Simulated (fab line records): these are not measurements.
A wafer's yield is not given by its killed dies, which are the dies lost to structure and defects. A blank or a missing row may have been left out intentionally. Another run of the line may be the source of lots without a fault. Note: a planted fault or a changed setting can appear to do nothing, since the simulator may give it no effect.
Chamber matching | flow n5-finfet | rie-diel-02 running N5_MOL_CONTACT_COAG_STRIP_96: 4 sister chambers
The step strips in N2/H2. 16 wafers are shown with their chamber, then 8 later ones without.

WAFERS, EACH WITH ITS CHAMBER
wafer  | chamber | showerhead-plenum-p-Torr (Torr) | drypump-motor-current-A (A) | throttle-valve-pct (%)
L077.3 | 2       | 3.49                            | 5.2                         | 19.7
L077.5 | 1       | 3.47                            | 6.3                         | 19.0
L077.6 | 2       | 3.49                            | 5.2                         | 19.7
L081.1 | 2       | 3.49                            | 5.3                         | 19.7
L081.5 | 2       | 3.49                            | 5.2                         | 19.7
L081.6 | 3       | 3.35                            | 5.6                         | 19.1
L085.1 | 3       | 3.35                            | 5.6                         | 19.1
L085.4 | 2       | 3.48                            | 5.2                         | 19.7
L085.6 | 3       | 3.35                            | 5.6                         | 19.0
L086.1 | 2       | 3.48                            | 5.2                         | 19.7
L086.3 | 1       | 3.47                            | 6.3                         | 19.1
L086.5 | 2       | 3.48                            | 5.2                         | 19.7
L087.1 | 0       | 3.18                            | 5.3                         | 18.5
L087.4 | 1       | 3.47                            | 6.2                         | 19.1
L087.5 | 1       | 3.47                            | 6.3                         | 19.1
L090.1 | 3       | 3.34                            | 5.6                         | 19.1

SIGNATURES, as means of the wafers listed above
reading                  | chamber 0 | chamber 1 | chamber 2 | chamber 3 | scatter within a chamber
showerhead-plenum-p-Torr | 3.1800    | 3.4700    | 3.4857    | 3.3475    | 0.00453
drypump-motor-current-A  | 5.300     | 6.275     | 5.214     | 5.600     | 0.0366
throttle-valve-pct       | 18.500    | 19.075    | 19.700    | 19.075    | 0.0354
Rule: for a wafer and a chamber, the distance is found by dividing, reading by reading, the gap between the wafer's reading and the chamber's mean by the reading's scatter, squaring, summing and taking the root. The wafer belongs to the nearest chamber; if the next one is less than 2 further off, it can't be placed. The scatter is the square root of a quotient: the sum, over the shown wafers, of each reading's squared deviation from its chamber's mean, divided by wafers minus chambers.

WAFERS MISSING THEIR CHAMBER
wafer  | showerhead-plenum-p-Torr (Torr) | drypump-motor-current-A (A) | throttle-valve-pct (%)
L090.2 | 3.17                            | 5.3                         | 18.5
L090.5 | 3.48                            | 5.2                         | 19.7
L091.2 | 3.46                            | 6.2                         | 19.1
L091.3 | 3.17                            | 5.3                         | 18.6
L091.6 | 3.48                            | 5.2                         | 19.7
L097.1 | 3.47                            | 5.2                         | 19.8
L097.3 | 3.33                            | 5.6                         | 19.1
L097.5 | 3.46                            | 6.2                         | 19.1

WHICH CHAMBER EACH WENT THROUGH
wafer  | from the rows above | in truth
L090.2 | 0                   | 0
L090.5 | 2                   | 2
L091.2 | 1                   | 1
L091.3 | 0                   | 0
L091.6 | 2                   | 2
L097.1 | 2                   | 2
L097.3 | 3                   | 3
L097.5 | 1                   | 1
Correctly placed: 8 of 8. Left unplaced by these rows: 0. Placed wrongly: 0.
